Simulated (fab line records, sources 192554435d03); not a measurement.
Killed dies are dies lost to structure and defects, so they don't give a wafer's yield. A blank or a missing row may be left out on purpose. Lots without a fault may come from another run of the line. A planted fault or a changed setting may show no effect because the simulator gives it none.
A struck lot beside a sound one | flow n5_finfet | 14 steps out of a route of 1938
Sound: wafers L237.1, L237.2, L237.4. Struck: wafers L252.4, L252.5, L252.6. The cause comes at the end.
At each step with rows: each side's tool, then ch and its chambers, then its first start. Under that, the readings that differ: sound wafers | struck wafers | difference of the means | sigmas: that difference in standard deviations of wafers without a fault.
alike: readings whose means differ by less than 2 such deviations, and words and numbers that are the same on both sides. not compared: withheld readings, readings that some wafer has no value for, bounds like >300 that may hide the same value, and numbers for which the record gives no deviation and whose values overlap.
The two part at a step that has a row with sigmas, a row that says differs or no value, or rows on one side only. Numbers that don't overlap but have no deviation are shown without sigmas and don't part them. A reading that every wafer of one side lacks parts them only if that side has two wafers or more.

first, 4 steps without rows for these wafers: N5_BEOL_M1_SOFTBAKE_23 (time 60 s); N5_BEOL_M1_EXPOSE_25 (exposes mask V0, defocus 5 nm, target cd 24 nm); N5_BEOL_M1_PEB_26 (peb time 60 s); N5_BEOL_M1_DEVELOP_27 (develop time 30 s).
N5_BEOL_M1_CD_MEAS_28: target cd y 23.3 nm.
  sound on cd_sem-01 ch 0, day 8 00:31; struck on cd_sem-02 ch 0, day 11 23:11
  alike: cd_nm
N5_BEOL_M1_OVL_MEAS_29:
  sound on overlay-01 ch 0, day 8 00:32; struck on overlay-01 ch 0, day 11 23:14
  alike: V0_OVL
N5_BEOL_M1_INSPECT_30: inspects for defects (brightfield).
  sound on defect_inspect-01, day 8 00:36; struck on defect_inspect-02, day 11 23:16
  alike: raw_defect_count
N5_BEOL_M1_DESCUM_33: chemistry O2, time 7 s.
  sound on rie_diel-03 ch 1,2,3, day 8 00:38; struck on rie_diel-06 ch 1,2,3, day 11 23:19
  reading                | sound      | struck | difference                    | sigmas
  rf_hours_counter_h (h) | 164 14 153 | - - -  | no value on the struck wafers |
  alike: bias_power_w, drypump_motor_current_A, oes_product_au, rf_vpp_V, showerhead_plenum_p_Torr, throttle_valve_pct
N5_BEOL_M1_ETCH_77: etches underlayer in N2/H2, target depth 6.5 nm, time 5.2 s.
  sound on rie_diel-03 ch 1,2,3, day 8 00:40; struck on rie_diel-06 ch 1,2,3, day 11 23:20
  reading                | sound      | struck | difference                    | sigmas
  rf_hours_counter_h (h) | 164 14 153 | - - -  | no value on the struck wafers |
  alike: drypump_motor_current_A, etch_rf_on_time_s, oes_product_au, rf_vpp_V, showerhead_plenum_p_Torr, throttle_valve_pct
N5_BEOL_M1_ETCH_69: etches SiARC in CF4, target depth 15.6 nm, time 26 s.
  sound on rie_diel-03 ch 1,2,3, day 8 00:41; struck on rie_diel-06 ch 1,2,3, day 11 23:23
  reading                | sound      | struck | difference                    | sigmas
  rf_hours_counter_h (h) | 164 14 153 | - - -  | no value on the struck wafers |
  alike: drypump_motor_current_A, etch_rf_on_time_s, mfc_ar_sccm, oes_product_au, rf_vpp_V, showerhead_plenum_p_Torr, throttle_valve_pct
N5_BEOL_M1_ALD_98: deposits SiO2, target thk 2.5 nm, pulse time 1 s, co reactant pulse time 1 s.
  sound on ald_sin-03 ch 0,1,3, day 8 00:49; struck on ald_sin-03 ch 0,1, day 11 23:47
  alike: heater_power_w, precursor_pulse_height_rel, susceptor_temp_C
N5_BEOL_M1_ETCHBACK_99: etches SiO2 in CHF3, target depth 5 nm, time 10.4 s.
  sound on rie_diel-04 ch 0,2,3, day 8 02:14; struck on rie_diel-04 ch 1,2,3, day 12 00:32
  reading                | sound      | struck | difference                    | sigmas
  rf_hours_counter_h (h) | 250 112 97 | - - -  | no value on the struck wafers |
  alike: drypump_motor_current_A, mfc_ar_sccm, oes_product_au, rf_vpp_V, showerhead_plenum_p_Torr, throttle_valve_pct
N5_BEOL_M1_ETCH_70: etches SOC in N2/H2, target depth 80 nm, overetch 16 nm, time 120 s.
  sound on rie_diel-04 ch 0,2,3, day 8 02:17; struck on rie_diel-04 ch 1,2,3, day 12 00:35
  reading                                    | sound             | struck            | difference                    | sigmas
  rf_hours_counter_h (h)                     | 250 112 97        | - - -             | no value on the struck wafers |
  run_length_s (s)                           | 143.0 142.8 143.1 | 150.6 150.7 149.5 | +7.3                          | +15
  model.SiARC_of_BEOL_M1_COAT_68.thk_nm (nm) | 6.6 6.4 6.4       | 6 6.2 6.2         | +0                            |
  alike: drypump_motor_current_A, oes_product_au, rf_vpp_V, showerhead_plenum_p_Torr, throttle_valve_pct
then, 1 step without rows for these wafers: N5_BEOL_M1_STRIP_71 (strips in N2/H2).

WHERE THEY PART
First at N5_BEOL_M1_DESCUM_33; last, within this record, at N5_BEOL_M1_ETCH_70.

WHY: what the simulator had put in
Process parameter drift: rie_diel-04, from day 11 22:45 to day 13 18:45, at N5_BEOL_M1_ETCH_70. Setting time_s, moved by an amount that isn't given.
